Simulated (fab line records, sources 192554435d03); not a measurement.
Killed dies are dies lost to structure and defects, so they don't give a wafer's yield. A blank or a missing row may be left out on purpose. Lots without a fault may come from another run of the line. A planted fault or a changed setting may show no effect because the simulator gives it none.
fab line records | flow n5_finfet
record lots=7 wafers=39
route steps=1938 shown WELL_APT@47 FIN_CUT@173 DUMMY_GATE@215 HKMG_FIN@444
start_h: hours from the record's first day to the start of the lot's first wafer shown | wait_h: hours since the lot's step before | " the same as in the row above | L1.1+2: a row that stands for several wafers | - no value, or no start given | * or withheld: withheld | < > ~ a bound
route shown NAME@n: a module of which the file shows steps, and the number in the route of the first | usual: mean/standard deviation of fault-free wafers | same: alike in all rows | chamber/n: place in a boat | sites: the reading at each site | _std_site: their standard deviation | _edge_site: outer sites' mean less inner sites' | radius_mm: how far each site lies from the wafer's centre | mask NAME#n: copy n | behind: the tool/chamber that last shaped the wafer | hold: why the lot was held/for how many hours/how that ended | device: the transistor (n, p or np) that didn't switch | end of line: the same wafers' tests at the end of the route | a step without rows: its recipe alone | killed: dies lost to structure and defects at the first sort, not the wafer's yield | map: a wafer's dies, x killed, . not, _ none there
set.NAME: the setting as run; set.NAME@STEP: as run at that earlier step | model.NAME: the simulator's own value behind a step, which no gauge read
lots whose settings were changed on purpose; a table a step, a row a wafer
## steps
# step N5_WELL_APT_IMPLANT_31
# recipe species=B energy_kev=60 dose_cm2=1.5e+13 tilt_deg=0 rotation_deg=0
# columns lot.wafer tool chamber start_h wait_h set.energy_kev model.implant.rp_nm model.implant.drp_nm
L075.1+2+3+4+5+6 implanter-02 0 21.60 0.1 60 193.4 64.53
L077.1+3+4 implanter-02 0 33.28 0.1 60 189.4 64.53
L077.2+5+6 " 0 " " 56.4 178.9 62.43
L085.1+2+3+4+5+6 implanter-02 0 81.26 0.1 60 194.3 64.53
L090.1+3+6 implanter-02 0 111.26 0.1 60 189.9 64.53
L095.1+4+6 implanter-02 0 141.66 0.1 60 191.6 64.53
L095.2+3+5 " 0 " " 62.8 202.9 66.08
L096.1+4+5 implanter-02 0 147.01 0.1 63.94 207.3 66.7
L096.2+3+6 " 0 " " 60 190.4 64.53
L097.1+2+3 implanter-02 0 153.13 0.1 60 189.2 64.53
L097.4+5+6 " 0 " " 67.09 222.8 68.36
# step N5_FIN_CUT_CUT_ETCH_26
# recipe chemistry=CH3F/O2 target=SiNx target_depth_a=390 mask_material=SOC time_s=55.7 pressure_mtorr=30 source_w=395 bias_w=73 Ar_flow_sccm=150 CH3F_flow_sccm=30 O2_flow_sccm=20 ion_energy_ev=120
# usual rf_vpp_V=299.3/2
# columns lot.wafer tool chamber start_h wait_h set.source_w rf_vpp_V model.etch.depth_nm
L075.1 rie_diel-02 2 33.47 0.0 395 300.4 39.26
L075.2 " 3 " " 441.2 281.0 41.09
L075.3 " 1 " " 441.2 285.1 40.87
L075.4 " 0 " " 395 300.3 38.71
L075.5 " 0 " " 395 300.4 38.66
L075.6 " 1 " " 441.2 285.2 40.86
L077.1 rie_diel-02 0 45.74 0.0 395 300.1 38.47
L077.2 " 1 " " 395 299.5 39.22
L077.3 " 3 " " 395 295.5 39.68
L077.4 " 2 " " 395 299.7 38.95
L077.5 " 2 " " 395 300.1 39.36
L077.6 " 1 " " 395 299.7 39.25
L085.1 rie_diel-02 0 95.18 0.0 395 300.1 38.4
L085.2 " 2 " " 395 301.3 38.95
L085.3 " 3 " " 416.9 286.7 39.92
L085.4 " 1 " " 416.9 292.5 39.6
L085.5 " 1 " " 395 300.3 38.71
L085.6 " 2 " " 416.9 292.7 39.94
L090.1 rie_diel-06 3 124.37 0.0 395 302.7 39.91
L090.3 " 2 " " 395 297.2 40.02
L090.6 " 3 " " 395 301.3 39.65
L095.1 rie_diel-06 0 154.16 0.0 395 297.2 39.51
L095.2 " 2 " " 395 298.3 39.12
L095.3 " 3 " " 395 301.7 39.24
L095.4 " 1 " " 395 300.7 38.11
L095.5 " 2 " " 395 297.6 39.39
L095.6 " 3 " " 395 302.4 39.67
L096.1 rie_diel-03 0 160.28 0.0 331.6 325.0 36.25
L096.2 " 3 " " 395 297.5 38.59
L096.3 " 2 " " 331.6 327.8 36.5
L096.4 " 1 " " 395 301.4 39.9
L096.5 " 0 " " 331.6 326.5 36.54
L096.6 " 3 " " 395 298.3 39.16
L097.1 rie_diel-03 2 164.71 0.0 395 301.3 39.01
L097.2 " 0 " " 395 298.8 38.67
L097.3 " 3 " " 369.7 307.0 38.03
L097.4 " 1 " " 369.7 311.1 38.87
L097.5 " 3 " " 395 298.1 38.87
L097.6 " 0 " " 369.7 307.5 37.51
# step N5_FIN_CUT_CUT_ETCH_15
# recipe chemistry=HBr/Cl2/O2 target=Si target_depth_a=1000 bt_time_s=10 mask_material=SOC time_s=42.4 ion_energy_ev=* bias_w=* pressure_mtorr=10 icp_w=800 HBr_flow_sccm=150 Cl2_flow_sccm=80 O2_flow_sccm=12
# columns lot.wafer tool chamber start_h wait_h set.time_s model.FIN_CUT.feature_depth_nm model.etch.depth_nm model.SOC_of_FIN_CUT_COAT_18.thk_nm
L075.1 rie_si-04 2 33.66 0.1 42.4 97.4 97.36 169.6
L075.2 " 3 " " 50.58 118 117.9 160.8
L075.3 " 0 " " 42.4 99 98.95 168.6
L075.4 " 1 " " 42.4 99 98.99 169.4
L075.5 " 2 " " 50.58 116.4 116.4 162.8
L075.6 " 3 " " 50.58 118.4 118.5 160.6
L077.1 rie_si-02 1 45.94 0.1 37.16 88.6 88.66 175.2
L077.2 " 3 " " 42.4 102.4 102.5 169
L077.3 " 0 " " 42.4 99.2 99.24 170
L077.4 " 2 " " 37.16 87.6 87.55 175.6
L077.5 " 2 " " 37.16 88 88 174.4
L077.6 " 1 " " 42.4 100.6 100.5 170.2
L085.1 rie_si-03 1 95.38 0.1 42.4 99.4 99.46 171.2
L085.2 " 0 " " 32.52 76.8 76.89 178.6
L085.3 " 2 " " 32.52 75.6 75.69 179.4
L085.4 " 3 " " 42.4 99.6 99.53 170
L085.5 " 0 " " 32.52 76.4 76.35 179.6
L085.6 " 3 " " 42.4 100.8 100.9 169.4
L090.1 rie_si-04 0 124.56 0.1 42.4 99.2 99.28 169.4
L090.3 " 2 " " 42.4 99.2 99.16 169.2
L090.6 " 1 " " 42.4 99.8 99.88 168.4
L095.1 rie_si-04 0 154.36 0.1 42.4 99 99.08 169.8
L095.2 " 1 " " 42.4 99 98.95 170.2
L095.3 " 2 " " 42.4 98.6 98.6 170.6
L095.4 " 3 " " 42.4 99.8 99.87 170.6
L095.5 " 3 " " 42.4 100.2 100.2 169.8
L095.6 " 0 " " 42.4 98.8 98.78 169.2
L096.1 rie_si-04 2 160.47 0.1 42.4 99.4 99.35 171
L096.2 " 0 " " 34.9 82 82.04 176.2
L096.3 " 3 " " 42.4 101 101 170
L096.4 " 1 " " 42.4 100.8 100.8 169.2
L096.5 " 3 " " 34.9 82.8 82.86 177.4
L096.6 " 0 " " 34.9 82.6 82.57 177
L097.1 rie_si-03 3 164.91 0.1 42.4 101.8 101.8 169.2
L097.2 " 2 " " 32.49 76.2 76.25 179.4
L097.3 " 0 " " 42.4 100.6 100.5 170.4
L097.4 " 2 " " 42.4 99.4 99.41 170.4
L097.5 " 0 " " 32.49 76.2 76.28 178.4
L097.6 " 3 " " 32.49 77.6 77.56 178.8
# step N5_DUMMY_GATE_CVD_03
# recipe material=a-Si target_thk_a=1500 temp_c=530 precursor=SiH4 time_s=8042
# columns lot.wafer tool chamber start_h wait_h set.target_thk_a model.a-Si_of_DUMMY_GATE_CVD_03.thk_nm
L075.1 - - - 0.1 1555 155.8
L075.2 " - " " 1555 154.4
L075.3 " - " " 1555 156
L075.4 " - " " 1555 155.6
L075.5 " - " " 1555 154.6
L075.6 " - " " 1555 155
L077.1 - - - 0.1 1621 157.2
L077.2 " - " " 1621 157.8
L077.3 " - " " 1621 158.4
L077.4 " - " " 1621 159
L077.5+6 " - " " 1621 158.8
L085.1 - - - 0.1 1694 169.2
L085.2+5 " - " " 1694 171
L085.3+6 " - " " 1694 171.2
L085.4 " - " " 1694 171.8
L090.1 lpcvd-02 0/15 133.74 0.1 1500 149.6
L090.3 " 0/25 " " 1500 148.4
L090.6 " 0/39 " " 1500 149.8
L095.1 - - - 0.1 1286 127.8
L095.2 " - " " 1286 127.4
L095.3 " - " " 1286 128.8
L095.4+6 " - " " 1286 128
L095.5 " - " " 1286 127.6
L096.1 - - - 0.1 1686 166.8
L096.2+3+5 " - " " 1686 167.8
L096.4 " - " " 1686 167.6
L096.6 " - " " 1686 165.6
L097.1 - - - 0.1 1500 149.2
L097.2 " - " " 1500 149.8
L097.3 " - " " 1500 151
L097.4 " - " " 1500 150.6
L097.5+6 " - " " 1500 150.2
# step N5_DUMMY_GATE_EXPOSE_12
# recipe mask_id=GATE na=0.33 source_shape=annular sigma_inner=0.2 sigma_outer=0.6 polarization=unpolarized target_cd_nm=25 dose_mj=34
# columns lot.wafer tool chamber start_h wait_h mask set.dose_mj
L075.1+2+3+4+5+6 euv_scanner-02 0 51.08 - GATE#0 34
L077.1+2+3+4+5+6 euv_scanner-01 0 64.71 - GATE#0 34
L085.1+3+4 euv_scanner-01 0 113.24 - GATE#0 31.29
L085.2+5+6 " 0 " " GATE#0 34
L090.1+3+6 euv_scanner-01 0 141.90 - GATE#0 34
L095.1+2+3+4+5+6 euv_scanner-01 0 174.00 - GATE#0 34
L096.1+3+6 euv_scanner-01 0 177.88 - GATE#0 31.34
L096.2+4+5 " 0 " " GATE#0 34
L097.1+4+5 euv_scanner-01 0 185.04 - GATE#0 32.11
L097.2+3+6 " 0 " " GATE#0 34
# step N5_DUMMY_GATE_PEB_13
# recipe peb_temp_c=100 peb_time_s=60 resist=CAR-EUV
# step N5_DUMMY_GATE_DEVELOP_14
# recipe develop_time_s=30 developer=TMAH resist=CAR-EUV rinse_liquid=surfactant_rinse dry=air_spin dev_temp_c=23
# step N5_DUMMY_GATE_CD_MEAS_15
# recipe target_cd_nm=25.8 landing_energy_ev=500 detector=se_inlens
# usual cd_nm=24.95/0.21
# columns lot.wafer tool chamber start_h wait_h set.dose_mj@DUMMY_GATE_EXPOSE_12 cd_nm
L075.1 cd_sem-01 0 51.20 - 34 25.23
L075.2 " 0 " " 34 24.89
L075.3 " 0 " " 34 24.96
L075.4 " 0 " " 34 25.11
L075.5 " 0 " " 34 24.83
L075.6 " 0 " " 34 24.96
L077.1 cd_sem-02 0 64.83 - 34 24.94
L077.2 " 0 " " 34 24.93
L077.3 " 0 " " 34 24.95
L077.4 " 0 " " 34 25.12
L077.5 " 0 " " 34 25.02
L077.6 " 0 " " 34 24.46
L085.1 cd_sem-03 0 113.37 - 31.29 26.49
L085.2 " 0 " " 34 25.06
L085.3 " 0 " " 31.29 26.70
L085.4 " 0 " " 31.29 26.01
L085.5 " 0 " " 34 25.08
L085.6 " 0 " " 34 24.62
L090.1 cd_sem-03 0 142.02 - 34 24.65
L090.3 " 0 " " 34 25.05
L090.6 " 0 " " 34 24.75
L095.1 cd_sem-02 0 174.13 - 34 25.13
L095.2 " 0 " " 34 25.23
L095.3 " 0 " " 34 24.81
L095.4 " 0 " " 34 25.32
L095.5 " 0 " " 34 24.78
L095.6 " 0 " " 34 25.12
L096.1 cd_sem-01 0 178.01 - 31.34 26.75
L096.2 " 0 " " 34 24.78
L096.3 " 0 " " 31.34 26.42
L096.4 " 0 " " 34 25.29
L096.5 " 0 " " 34 25.16
L096.6 " 0 " " 31.34 26.02
L097.1 cd_sem-01 0 185.16 - 32.11 26.22
L097.2 " 0 " " 34 25.10
L097.3 " 0 " " 34 25.09
L097.4 " 0 " " 32.11 26.12
L097.5 " 0 " " 32.11 25.93
L097.6 " 0 " " 34 25.07
# step N5_DUMMY_GATE_STRIP_38
# recipe chemistry=N2/H2 temp_c=40 n2_flow_sccm=200 h2_flow_sccm=200 rf_frequency_hz=6e+07
# step N5_DUMMY_GATE_STRIP_39
# recipe chemistry=N2/H2 temp_c=40 n2_flow_sccm=200 h2_flow_sccm=200 rf_frequency_hz=6e+07
# step N5_DUMMY_GATE_TRIM_49
# recipe chemistry=O2 resist=SOC time_s=29 target_cd_nm=14 source_power_w=300 bias_power_w=0 O2_flow_sccm=100 temp_c=20
# columns lot.wafer tool chamber start_h wait_h set.dose_mj@DUMMY_GATE_EXPOSE_12 model.DUMMY_GATE.cd_nm
L075.1+3 rie_si-02 0,3 51.56 0.0 34 14
L075.2 " 2 " " 34 14.2
L075.4 " 3 " " 34 14.4
L075.5+6 " 2,0 " " 34 13.8
L077.1+3+4+5 rie_si-02 3,0,0,3 65.19 0.0 34 14
L077.2+6 " 2 " " 34 14.2
L085.1 rie_si-02 2 113.73 0.0 31.29 16
L085.2 " 0 " " 34 14.6
L085.3 " 3 " " 31.29 15.8
L085.4 " 1 " " 31.29 15.6
L085.5 " 1 " " 34 14
L085.6 " 2 " " 34 14.2
L090.1+3+6 rie_si-04 0,3,0 142.48 0.0 34 14
L095.1 rie_si-04 2 174.76 0.0 34 14.2
L095.2+3+4+5+6 " 3,1,0,3,0 " " 34 14.4
L096.1+6 rie_si-04 3,0 178.37 0.0 31.34 15.6
L096.2 " 0 " " 34 14.2
L096.3 " 1 " " 31.34 15.8
L096.4+5 " 2,1 " " 34 14
L097.1 rie_si-02 1 185.60 0.0 32.11 15
L097.2+3 " 2,3 " " 34 14.2
L097.4+5 " 0,1 " " 32.11 15.2
L097.6 " 2 " " 34 14
# step N5_DUMMY_GATE_STRIP_40
# recipe chemistry=CF4 resist=SiARC power_w=300 bias_power_w=75 pressure_mtorr=50 cf4_flow_sccm=150 rf_frequency_hz=6e+07
# step N5_DUMMY_GATE_CD_MEAS_50
# recipe target_cd_nm=14
# usual cd_nm=14.0/0.31
# columns lot.wafer tool chamber start_h wait_h set.dose_mj@DUMMY_GATE_EXPOSE_12 cd_nm
L075.1 cd_sem-03 - 51.76 0.0 34 14.0
L075.2 " - " " 34 14.1
L075.3 " - " " 34 13.8
L075.4 " - " " 34 14.4
L075.5 " - " " 34 13.8
L075.6 " - " " 34 13.7
L077.1 cd_sem-01 - 65.34 0.0 34 14.2
L077.2 " - " " 34 14.5
L077.3 " - " " 34 14.0
L077.4 " - " " 34 13.8
L077.5 " - " " 34 13.7
L077.6 " - " " 34 14.2
L085.1 cd_sem-02 - 113.88 0.0 31.29 16.1
L085.2 " - " " 34 14.5
L085.3 " - " " 31.29 15.9
L085.4 " - " " 31.29 15.8
L085.5 " - " " 34 14.0
L085.6 " - " " 34 14.2
L090.1 cd_sem-02 - 142.63 0.0 34 14.2
L090.3 " - " " 34 14.0
L090.6 " - " " 34 14.1
L095.1 cd_sem-01 - 174.91 0.0 34 14.4
L095.2 " - " " 34 14.3
L095.3 " - " " 34 14.5
L095.4 " - " " 34 14.5
L095.5 " - " " 34 14.4
L095.6 " - " " 34 14.3
L096.1 cd_sem-01 - 178.52 0.0 31.34 15.6
L096.2 " - " " 34 14.0
L096.3 " - " " 31.34 15.9
L096.4 " - " " 34 14.2
L096.5 " - " " 34 13.8
L096.6 " - " " 31.34 15.5
L097.1 cd_sem-01 - 185.75 0.0 32.11 14.8
L097.2 " - " " 34 14.5
L097.3 " - " " 34 14.3
L097.4 " - " " 32.11 15.2
L097.5 " - " " 32.11 15.3
L097.6 " - " " 34 14.3
# step N5_DUMMY_GATE_ETCH_32
# recipe chemistry=CF4 target=SiO2 target_depth_a=35 time_s=3.9 ion_energy_ev=350 pressure_mtorr=10 icp_w=800 bias_w=400 cf4_flow_sccm=80
# columns lot.wafer tool chamber start_h wait_h set.time_s model.etch.depth_nm
L075.1 rie_si-03 3 52.05 0.1 3.9 3.613
L075.2 " 0 " " 3.9 3.504
L075.3 " 2 " " 3.9 3.496
L075.4 " 1 " " 3.9 3.539
L075.5 " 3 " " 3.9 3.607
L075.6 " 2 " " 3.9 3.444
L077.1 rie_si-03 3 65.63 0.1 3.9 3.561
L077.2 " 2 " " 3.9 3.443
L077.3 " 1 " " 3.9 3.532
L077.4 " 0 " " 3.9 3.469
L077.5 " 2 " " 3.9 3.404
L077.6 " 1 " " 3.9 3.53
L085.1 rie_si-02 0 114.18 0.1 3.098 2.781
L085.2 " 1 " " 3.098 2.808
L085.3+5 " 3 " " 3.9 3.582
L085.4 " 2 " " 3.9 3.501
L085.6 " 0 " " 3.098 2.79
L090.1 rie_si-02 3 142.93 0.1 3.9 3.565
L090.3 " 2 " " 3.9 3.505
L090.6 " 0 " " 3.9 3.49
L095.1 rie_si-02 3 175.20 0.1 3.036 2.753
L095.2 " 2 " " 3.9 3.472
L095.3 " 0 " " 3.036 2.708
L095.4 " 1 " " 3.9 3.484
L095.5 " 3 " " 3.9 3.536
L095.6 " 2 " " 3.036 2.715
L096.1 rie_si-03 1 178.82 0.1 3.9 3.529
L096.2+6 " 3 " " 3.534 3.258
L096.3 " 0 " " 3.534 3.175
L096.4 " 2 " " 3.9 3.469
L096.5 " 0 " " 3.9 3.514
L097.1 rie_si-04 0 186.06 0.1 3.184 2.817
L097.2 " 2 " " 3.9 3.427
L097.3 " 3 " " 3.9 3.498
L097.4 " 1 " " 3.9 3.471
L097.5 " 3 " " 3.184 2.86
L097.6 " 0 " " 3.184 2.856
# step N5_DUMMY_GATE_ETCH_23
# recipe chemistry=HBr/Cl2/O2 HBr_flow_sccm=150 Cl2_flow_sccm=80 O2_flow_sccm=12 bias_w=102 target_depth_a=410 time_s=22.3 target=poly-Si mask_material=SiO2 pressure_mtorr=10 icp_w=800
# step N5_DUMMY_GATE_ETCH_44
# recipe chemistry=HBr/O2 over_etch_frac=0.7 target_depth_a=1275 stop_on=SiO2 ion_energy_ev=60 bias_w=20 target=poly-Si mask_material=SiO2 pressure_mtorr=20 icp_w=400 HBr_flow_sccm=120 O2_flow_sccm=10
# columns lot.wafer tool chamber start_h wait_h set.dose_mj@DUMMY_GATE_EXPOSE_12 model.DUMMY_GATE.cd_nm
L075.1+5 rie_si-03 3 52.14 0.0 34 15
L075.2 " 0 " " 34 15.2
L075.3+6 " 2 " " 34 14.8
L075.4 " 1 " " 34 15.4
L077.1+2+3 rie_si-03 3,2,1 65.72 0.0 34 15.2
L077.4+5 " 0,2 " " 34 15
L077.6 " 1 " " 34 15.4
L085.1 rie_si-02 0 114.27 0.0 31.29 17
L085.2 " 1 " " 34 15.4
L085.3+4 " 3,2 " " 31.29 16.6
L085.5 " 3 " " 34 14.8
L085.6 " 0 " " 34 15.2
L090.1+3+6 rie_si-02 3,2,0 143.02 0.0 34 15
L095.1+6 rie_si-02 3,2 175.29 0.0 34 15
L095.2 " 2 " " 34 15.4
L095.3+4+5 " 0,1,3 " " 34 15.2
L096.1 rie_si-03 1 178.91 0.0 31.34 16.8
L096.2 " 3 " " 34 15.6
L096.3 " 0 " " 31.34 17
L096.4 " 2 " " 34 14.8
L096.5 " 0 " " 34 15
L096.6 " 3 " " 31.34 16.6
L097.1 rie_si-04 0 186.15 0.0 32.11 16
L097.2+6 " 2,0 " " 34 15.2
L097.3 " 3 " " 34 15
L097.4+5 " 1,3 " " 32.11 16.4
# step N5_DUMMY_GATE_CD_MEAS_24
# recipe target_cd_nm=15
# usual cd_nm=15.07/0.29
# columns lot.wafer tool chamber start_h wait_h set.dose_mj@DUMMY_GATE_EXPOSE_12 cd_nm
L075.1 cd_sem-01 - 52.25 0.1 34 15.02
L075.2 " - " " 34 14.91
L075.3 " - " " 34 14.80
L075.4 " - " " 34 15.65
L075.5 " - " " 34 14.84
L075.6 " - " " 34 15.02
L077.1 cd_sem-02 - 65.83 0.1 34 15.41
L077.2 " - " " 34 15.35
L077.3 " - " " 34 15.17
L077.4 " - " " 34 14.94
L077.5 " - " " 34 14.76
L077.6 " - " " 34 15.49
L085.1 cd_sem-01 - 114.38 0.1 31.29 16.97
L085.2 " - " " 34 15.16
L085.3 " - " " 31.29 16.69
L085.4 " - " " 31.29 16.71
L085.5 " - " " 34 14.93
L085.6 " - " " 34 15.67
L090.1 cd_sem-02 - 143.13 0.1 34 15.16
L090.3 " - " " 34 15.03
L090.6 " - " " 34 14.92
L095.1 cd_sem-01 - 175.40 0.1 34 14.72
L095.2 " - " " 34 15.55
L095.3 " - " " 34 15.17
L095.4 " - " " 34 15.32
L095.5 " - " " 34 15.17
L095.6 " - " " 34 14.94
L096.1 cd_sem-02 - 179.02 0.1 31.34 16.73
L096.2 " - " " 34 15.51
L096.3 " - " " 31.34 16.99
L096.4 " - " " 34 14.87
L096.5 " - " " 34 15.26
L096.6 " - " " 31.34 16.77
L097.1 cd_sem-02 - 186.26 0.1 32.11 16.08
L097.2 " - " " 34 15.47
L097.3 " - " " 34 15.21
L097.4 " - " " 32.11 16.34
L097.5 " - " " 32.11 16.03
L097.6 " - " " 34 14.86
# step N5_HKMG_FIN_ETCH_86
# recipe chemistry=N2/H2 target=SOC target_depth_a=3932 stop_on=TiN ion_energy_ev=100 bias_w=61 pressure_mtorr=30 source_w=850 n2_flow_sccm=200 h2_flow_sccm=200
# columns lot.wafer tool chamber start_h wait_h set.target_depth_a model.SOC_of_HKMG_FIN_COAT_85.thk_nm
L075.1+2+6 rie_diel-04 3,1,3 81.60 - 3932 15.6
L075.3 " 0 " " 3472 47.6
L075.4+5 " 2 " " 3472 52
L077.1 rie_diel-05 1 93.76 - 3932 14.2
L077.2 " 2 " " 3932 19
L077.3+5 " 0 " " 3932 18.8
L077.4+6 " 3 " " 3932 19.4
L085.1 rie_diel-01 0 142.96 - 3932 16.2
L085.2 " 3 " " 3932 18.8
L085.3+6 " 2 " " 3932 21.6
L085.4 " 1 " " 3932 17.4
L085.5 " 1 " " 3932 17.6
L090.1 rie_diel-01 0 171.91 - 3932 16.6
L090.3 " 1 " " 3932 18
L090.6 " 0 " " 3932 16.8
L095.1+6 rie_diel-05 0 204.05 - 3932 19.6
L095.2+4 " 1,2 " " 4103 8.6
L095.3 " 3 " " 4103 8.8
L095.5 " 1 " " 3932 15.8
L096.1+2+5 rie_diel-05 1,0,0 207.74 - 4230 8.4
L096.3 " 2 " " 3932 20.4
L096.4 " 3 " " 3932 20.8
L096.6 " 1 " " 3932 15.8
L097.1 rie_diel-04 1 214.08 - 3509 48
L097.2 " 3 " " 3509 46.8
L097.3 " 0 " " 3509 46.6
L097.4+6 " 2 " " 3932 20.6
L097.5 " 1 " " 3932 17.6
## key
split step=N5_WELL_APT_IMPLANT_31 setting=energy_kev stated=60 by=wafer
response step=N5_WELL_APT_IMPLANT_31 reading=model.implant.rp_nm change=+2.59 per=1% r=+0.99
response step=N5_WELL_APT_IMPLANT_31 reading=model.implant.drp_nm change=+0.33 per=1% r=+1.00
split step=N5_FIN_CUT_CUT_ETCH_26 setting=source_w stated=395 by=wafer
response step=N5_FIN_CUT_CUT_ETCH_26 reading=rf_vpp_V change=-1.6 per=1% r=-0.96
response step=N5_FIN_CUT_CUT_ETCH_26 reading=model.etch.depth_nm change=+0.171 per=1% r=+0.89
split step=N5_FIN_CUT_CUT_ETCH_15 setting=time_s stated=42.4 by=wafer
response step=N5_FIN_CUT_CUT_ETCH_15 reading=model.FIN_CUT.feature_depth_nm change=+1.01 per=1% r=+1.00
response step=N5_FIN_CUT_CUT_ETCH_15 reading=model.etch.depth_nm change=+1.01 per=1% r=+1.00
response step=N5_FIN_CUT_CUT_ETCH_15 reading=model.SOC_of_FIN_CUT_COAT_18.thk_nm change=-0.391 per=1% r=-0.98
split step=N5_DUMMY_GATE_CVD_03 setting=target_thk_a stated=1500 by=lot
response step=N5_DUMMY_GATE_CVD_03 reading=model.a-Si_of_DUMMY_GATE_CVD_03.thk_nm change=+1.49 per=1% r=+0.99
split step=N5_DUMMY_GATE_EXPOSE_12 setting=dose_mj stated=34 by=wafer
response step=N5_DUMMY_GATE_CD_MEAS_15 reading=cd_nm change=-0.178 per=1% r=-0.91
response step=N5_DUMMY_GATE_TRIM_49 reading=model.DUMMY_GATE.cd_nm change=-0.195 per=1% r=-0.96
response step=N5_DUMMY_GATE_CD_MEAS_50 reading=cd_nm change=-0.196 per=1% r=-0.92
response step=N5_DUMMY_GATE_ETCH_44 reading=model.DUMMY_GATE.cd_nm change=-0.206 per=1% r=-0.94
response step=N5_DUMMY_GATE_CD_MEAS_24 reading=cd_nm change=-0.195 per=1% r=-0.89
split step=N5_DUMMY_GATE_ETCH_32 setting=time_s stated=3.9 by=wafer
response step=N5_DUMMY_GATE_ETCH_32 reading=model.etch.depth_nm change=+0.0349 per=1% r=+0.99
split step=N5_HKMG_FIN_ETCH_86 setting=target_depth_a stated=3932 by=wafer
response step=N5_HKMG_FIN_ETCH_86 reading=model.SOC_of_HKMG_FIN_COAT_85.thk_nm change=-2.51 per=1% r=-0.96
